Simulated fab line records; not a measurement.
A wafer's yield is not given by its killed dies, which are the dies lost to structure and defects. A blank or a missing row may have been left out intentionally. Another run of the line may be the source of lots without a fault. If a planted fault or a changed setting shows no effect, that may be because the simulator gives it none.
fab line records | flow nand_harc | part 2 of 2: steps 5 to 6 of 6
record: lots: 22 wafers: 66 last_day: 33
route steps=1302 shown A_STAIRCASE@717
lots that met no fault: taken from a fault-free run of the same line
start_h: the number of hours between the record's first day and the start of the first shown wafer of the lot | wait_h: how many hours have passed since the lot's step before this one | " identical to the entry in the row above | L1.1+2: a row that stands for several wafers | - no value, or no start given | * or withheld: withheld | < > ~ a bound
route shown NAME@n: NAME is a module with steps in the file, n the number in the route of the first one | usual: the fault-free wafers' mean and standard deviation | same: alike in all rows | chamber/n: place in a boat | sites: readings site by site | _std_site: the values' standard deviation | _edge_site: the outer-site mean with the inner-site mean subtracted | radius_mm: how far each site lies from the wafer's centre | mask NAME#n: copy n | behind: the tool/chamber that last shaped the wafer | hold: cause of the lot's hold/its duration in hours/its outcome | device: names the non-switching transistor (n, p or np) | end of line: tests of these same wafers at the route's end | step lacking rows: just its recipe | killed: not the wafer's yield, but the dies lost to structure and defects at the first sort | map: the dies of a wafer, with x for killed, . for not killed, _ for no die there
set.NAME: the setting that was run; set.NAME@STEP: the one run at that earlier step | model.NAME: the simulator's own value behind a step, which no gauge read
a sample of lots followed through the steps of the route, with each step as a table and each wafer as a row
services: a tool's chamber out of use, with start hour (start_h, from the record's first day; less than 0 if before it), hours out, and reason
== steps ==
step: NHARC_A_STAIRCASE_DESCUM_270
recipe: time_s: 3 o2_flow_sccm: 200 ar_flow_sccm: 0 bias_power_w: 0 chemistry: O2
usual: drypump_motor_current_A: 5.6/0.46 oes_product_au: 1.001/0.015 rf_vpp_V: 57.9/0.89 showerhead_plenum_p_Torr: 1.93/0.096 throttle_valve_pct: 11.312/0.0087
columns lot.wafer tool chamber start_h wait_h drypump_motor_current_A oes_product_au rf_hours_counter_h rf_vpp_V showerhead_plenum_p_Torr throttle_valve_pct
L075.1 rie_diel-06 0 372.40 - 6.0 1.012 16 58.1 1.85 11.314
L075.2 " 1 " " 5.4 1.017 20 58.5 2.07 11.308
L075.5 " 2 " " 5.6 0.996 - 56.6 1.86 11.299
L074.1 rie_diel-09 3 380.24 - 5.2 0.998 17 56.5 1.88 11.311
L074.4 " 1 " " 6.1 0.998 14 57.2 1.90 11.316
L074.6 " 2 " " 5.1 1.009 - 58.0 1.77 11.311
L076.2 rie_diel-09 3 391.04 - 5.2 0.990 19 57.4 1.88 11.306
L076.5 " 3 " " 5.1 1.004 - 56.8 1.88 11.299
L076.6 " 0 " " 5.7 1.012 - 58.6 2.05 11.319
L077.3 rie_diel-13 0 398.77 - 6.0 1.006 19 59.2 1.98 11.311
L077.2 " 2 " " 5.4 1.004 13 59.2 1.98 11.311
L077.6 " 3 " " 5.9 0.998 - 58.8 2.07 11.310
L079.2 rie_diel-06 2 412.64 - 5.5 1.005 31 57.3 1.86 11.302
L079.1 " 3 " " 4.8 0.979 26 58.3 1.79 11.325
L079.6 " 1 " " 5.4 1.015 - 58.1 2.07 11.321
L078.1 rie_diel-06 0 417.71 - 6.0 1.000 30 56.3 1.85 11.306
L078.3 " 3 " " 4.8 0.965 27 56.9 1.79 11.314
L078.6 " 2 " " 5.5 1.016 - 57.1 1.85 11.312
L081.3 rie_diel-09 2 441.74 - 5.1 0.996 32 57.3 1.77 11.309
L081.2 " 3 " " 5.2 0.985 33 56.2 1.88 11.321
L081.4 " 1 " " 6.1 0.985 33 57.8 1.89 11.305
L080.3 rie_diel-13 2 442.61 - 5.4 0.982 28 59.9 1.98 11.298
L080.4 " 3 " " 5.9 0.992 32 57.5 2.07 11.304
L080.2 " 0 " " 6.0 1.006 34 58.1 1.98 11.316
L082.3 rie_diel-13 1 457.79 - 6.4 0.994 30 58.5 1.98 11.306
L082.5 " 3 " " 5.9 1.001 - 59.5 2.06 11.304
L082.6 " 0 " " 6.0 0.995 - 56.9 1.98 11.296
L084.3 rie_diel-09 0 476.10 - 5.7 0.999 42 58.1 2.04 11.305
L084.1 " 2 " " 5.1 1.009 44 58.2 1.76 11.326
L084.5 " 3 " " 5.2 1.001 - 58.0 1.88 11.315
L085.3 rie_diel-06 3 481.36 - 4.8 0.972 52 57.7 1.79 11.312
L085.2 " 1 " " 5.4 1.022 51 57.5 2.06 11.308
L085.1 " 2 " " 5.6 0.998 56 58.9 1.85 11.320
L089.3 rie_diel-06 3 510.68 - 4.8 0.971 5 56.5 1.78 11.311
L089.2 " 0 " " 6.0 1.004 7 56.3 1.84 11.309
L089.4 " 1 " " 5.4 1.024 8 58.5 2.06 11.309
L088.4 rie_diel-13 0 511.44 - 6.0 1.008 60 58.3 1.97 11.295
L088.3 " 3 " " 5.9 0.985 49 58.4 2.06 11.324
L088.6 " 1 " " 6.4 0.994 - 58.0 1.97 11.310
L087.2 rie_diel-06 3 526.54 - 4.8 0.981 13 57.0 1.78 11.316
L087.1 " 0 " " 6.0 1.015 14 58.2 1.84 11.311
L087.6 " 3 " " 4.8 0.984 - 58.0 1.78 11.294
L090.2 rie_diel-13 1 531.03 - 6.4 1.016 0 56.7 1.97 11.310
L090.6 " 0 " " 6.0 1.024 - 58.6 1.97 11.308
L090.5 " 1 " " 6.4 1.005 - 57.5 1.97 11.324
L091.2 rie_diel-13 0 545.21 - 6.0 1.017 4 57.3 1.97 11.314
L091.4 " 3 " " 5.9 0.978 5 59.1 2.06 11.315
L091.5 " 0 " " 6.0 1.015 - 56.9 1.97 11.316
L092.4 rie_diel-06 0 559.18 - 5.9 1.023 - 57.4 1.83 11.306
L092.6 " 1 " " 5.4 1.028 - 58.0 2.05 11.320
L092.5 " 2 " " 5.6 1.009 - 55.6 1.84 11.306
L094.2 rie_diel-13 3 573.25 - 5.9 0.997 14 57.1 2.05 11.297
L094.4 " 1 " " 6.4 1.001 15 58.4 1.96 11.312
L094.5 " 2 " " 5.4 0.996 - 58.8 1.97 11.331
L093.2 rie_diel-06 1 576.75 - 5.4 1.021 33 57.2 2.05 11.320
L093.4 " 2 " " 5.6 1.003 32 58.9 1.84 11.312
L093.6 " 2 " " 5.6 1.004 - 57.1 1.84 11.310
L095.2 rie_diel-09 1 578.73 - 6.1 1.011 25 58.2 1.88 11.315
L095.1 " 3 " " 5.2 0.994 21 56.9 1.87 11.296
L095.5 " 1 " " 6.1 1.008 - 58.2 1.88 11.317
L097.2 rie_diel-13 3 593.41 - 5.9 0.997 20 59.7 2.05 11.318
L097.1 " 1 " " 6.4 0.999 22 57.0 1.96 11.308
L097.3 " 2 " " 5.4 0.998 20 57.6 1.96 11.317
L096.3 rie_diel-09 0 595.05 - 5.7 0.984 35 59.2 2.03 11.314
L096.6 " 2 " " 5.1 0.998 - 58.7 2.07 11.296
L096.5 " 0 " " 5.7 0.977 - 58.7 2.03 11.318
step: NHARC_A_STAIRCASE_HM_OPEN_460
recipe: o2_flow_sccm: 400 cos_flow_sccm: 20 ar_flow_sccm: 0 rf_w: 500 bias_w: 300 chemistry: O2/COS
usual: bias_w: 299.9/0.96 drypump_motor_current_A: 5.6/0.45 oes_product_au: 1.001/0.015 rf_fwd_power_W: 499.0/1.6 rf_vpp_V: 468/3.4 showerhead_plenum_p_Torr: 3.15/0.16 throttle_valve_pct: 28.329/0.0085
columns lot.wafer tool chamber start_h wait_h bias_w drypump_motor_current_A oes_product_au rf_fwd_power_W rf_hours_counter_h rf_vpp_V showerhead_plenum_p_Torr throttle_valve_pct
L075.1 rie_diel-06 1 - - 298.6 5.5 1.005 496.4 22 472 3.36 28.325
L075.2 " 2 " " 299.8 5.5 1.002 496.6 22 465 3.04 28.326
L075.5 " 1 " " 298.9 5.4 1.012 499.2 - 472 3.36 28.318
L074.4 rie_diel-13 3 - - 300.0 5.9 0.994 498.0 12 472 3.37 28.311
L074.1 " 0 " " 299.3 6.0 1.006 498.1 13 470 3.23 28.325
L074.6 " 2 " " 300.2 5.4 0.989 497.0 - 471 3.23 28.335
L076.2 rie_diel-13 0 - - 300.6 6.0 1.007 496.2 18 470 3.23 28.336
L076.5 " 2 " " 301.3 5.4 0.988 498.1 - 470 3.23 28.314
L076.6 " 3 " " 299.1 5.9 0.989 498.4 - 472 3.36 28.342
L077.3 rie_diel-06 0 - - 300.8 6.0 1.001 501.6 27 466 3.02 28.316
L077.2 " 3 " " 300.4 4.8 0.977 499.1 25 463 2.94 28.313
L077.6 " 0 " " 301.7 6.0 1.006 500.7 - 465 3.02 28.331
L079.2 rie_diel-09 1 - - 299.7 6.1 0.986 499.6 25 467 3.09 28.309
L079.1 " 3 " " 297.3 5.2 0.983 498.3 28 467 3.07 28.320
L079.6 " 2 " " 298.0 5.1 1.001 498.0 - 461 2.90 28.338
L078.3 rie_diel-13 3 - - 300.1 5.9 1.002 498.7 27 470 3.36 28.334
L078.1 " 1 " " 300.7 6.4 1.012 497.7 20 470 3.22 28.336
L078.6 " 0 " " 299.0 6.0 1.000 496.3 - 468 3.23 28.315
L081.3 rie_diel-06 2 - - 301.6 5.5 1.012 499.4 43 466 3.03 28.339
L081.2 " 0 " " 300.0 6.0 1.011 496.8 39 465 3.02 28.330
L081.4 " 1 " " 299.7 5.4 1.004 498.3 41 473 3.35 28.326
L080.4 rie_diel-09 1 - - 300.9 6.1 0.981 498.4 35 467 3.09 28.333
L080.3 " 3 " " 300.0 5.2 0.988 501.4 35 467 3.07 28.317
L080.2 " 0 " " 300.0 5.7 1.006 496.3 35 473 3.33 28.333
L082.3 rie_diel-06 3 - - 301.7 4.8 0.968 500.2 44 464 2.93 28.319
L082.5 " 1 " " 300.5 5.4 1.017 498.8 - 474 3.35 28.332
L082.6 " 2 " " 299.4 5.6 1.004 499.7 - 465 3.02 28.337
L084.1 rie_diel-13 0 - - 300.6 6.0 1.020 498.1 50 469 3.22 28.323
L084.3 " 1 " " 300.3 6.4 0.998 497.5 38 468 3.21 28.340
L084.5 " 2 " " 299.2 5.4 0.999 498.2 - 470 3.22 28.345
L085.3 rie_diel-09 2 - - 299.9 5.1 1.005 499.7 50 461 2.89 28.335
L085.1 " 3 " " 300.3 5.2 0.998 500.2 47 465 3.06 28.330
L085.2 " 0 " " 300.4 5.7 1.005 497.1 46 472 3.32 28.325
L089.3 rie_diel-09 2 - - 299.2 5.0 0.985 497.5 2 473 3.37 28.328
L089.2 " 0 " " 299.6 5.7 0.964 498.7 4 472 3.31 28.332
L089.4 " 1 " " 300.3 6.1 1.015 503.2 4 466 3.08 28.320
L088.4 rie_diel-06 0 - - 300.5 6.0 1.010 498.4 10 466 3.01 28.318
L088.3 " 2 " " 300.0 5.6 0.999 499.5 8 465 3.02 28.338
L088.6 " 0 " " 299.7 6.0 1.012 499.6 - 464 3.01 28.323
L087.1 rie_diel-09 1 - - 300.1 6.1 1.005 493.9 11 466 3.08 28.320
L087.2 " 2 " " 301.3 5.1 0.982 497.7 9 472 3.37 28.334
L087.6 " 2 " " 300.9 5.1 0.978 498.8 - 471 3.37 28.319
L090.2 rie_diel-13 0 - - 298.8 6.0 1.031 499.7 2 469 3.21 28.329
L090.6 " 3 " " 300.1 5.9 0.990 499.5 - 472 3.34 28.312
L090.5 " 0 " " 299.7 6.0 1.034 499.7 - 470 3.21 28.344
L091.4 rie_diel-13 0 - - 300.2 6.0 1.032 499.8 5 468 3.21 28.341
L091.2 " 1 " " 300.0 6.4 1.004 499.1 6 469 3.20 28.349
L091.5 " 1 " " 299.1 6.4 0.995 498.6 - 470 3.20 28.345
L092.4 rie_diel-09 0 - - 298.8 5.7 0.982 498.0 20 470 3.31 28.337
L092.6 " 2 " " 299.7 5.1 0.985 499.0 - 473 3.36 28.322
L092.5 " 3 " " 299.6 5.2 0.998 500.2 - 466 3.05 28.333
L094.4 rie_diel-13 0 - - 300.7 6.0 1.033 499.8 9 468 3.20 28.320
L094.2 " 1 " " 299.6 6.4 1.006 500.5 17 468 3.20 28.335
L094.5 " 0 " " 301.5 5.9 1.026 499.2 - 468 3.20 28.314
L093.2 rie_diel-06 2 - - 298.8 5.5 1.004 501.1 34 465 3.00 28.322
L093.4 " 3 " " 300.4 4.8 0.982 498.4 22 462 2.92 28.326
L093.6 " 2 " " 298.5 5.6 0.999 499.9 - 465 3.00 28.332
L095.1 rie_diel-13 0 - - 300.0 6.0 1.042 499.3 13 468 3.20 28.329
L095.2 " 2 " " 299.8 5.4 0.996 498.4 19 469 3.20 28.331
L095.5 " 3 " " 300.0 5.9 1.009 498.8 - 471 3.34 28.327
L097.3 rie_diel-06 1 - - 300.4 5.4 1.012 498.0 41 472 3.32 28.348
L097.1 " 2 " " 299.3 5.5 0.995 501.1 38 466 3.00 28.324
L097.2 " 3 " " 300.4 4.8 0.969 499.5 26 463 2.91 28.331
L096.3 rie_diel-06 0 - - 299.3 6.0 1.002 500.9 43 463 2.99 28.327
L096.6 " 3 " " 301.3 4.7 0.971 499.2 - 463 2.91 28.327
L096.5 " 0 " " 298.6 6.0 1.000 499.0 - 464 2.99 28.340
== services ==
columns tool chamber start_h hours kind
rie_diel-06 0 340.70 - clean
rie_diel-06 1 340.70 - clean
rie_diel-06 2 340.70 - clean
rie_diel-06 3 340.70 - clean
rie_diel-13 - 343.67 9.0 pm
pecvd-03 - 366.24 13.0 pm
pecvd-01 - 370.67 13.0 pm
pecvd-02 - 377.74 1.3 repair
rie_diel-13 1 398.19 8.2 repair
rie_diel-09 - 404.02 6.5 repair
pecvd-02 - 408.13 13.0 pm
rie_diel-09 - 428.20 1.1 repair
pecvd-03 - 430.47 0.7 repair
rie_diel-06 2 455.09 1.5 repair
rie_diel-06 - 484.20 9.0 pm
rie_diel-09 - 497.48 9.0 pm
rie_diel-06 2 504.75 2.4 repair
rie_diel-09 - 507.54 1.2 repair
rie_diel-09 1 514.45 2.4 repair
rie_diel-13 - 520.67 9.0 pm
pecvd-03 - 547.24 13.0 pm
pecvd-01 - 551.67 13.0 pm
pecvd-02 - 589.13 13.0 pm
pecvd-01 2 591.15 2.3 repair
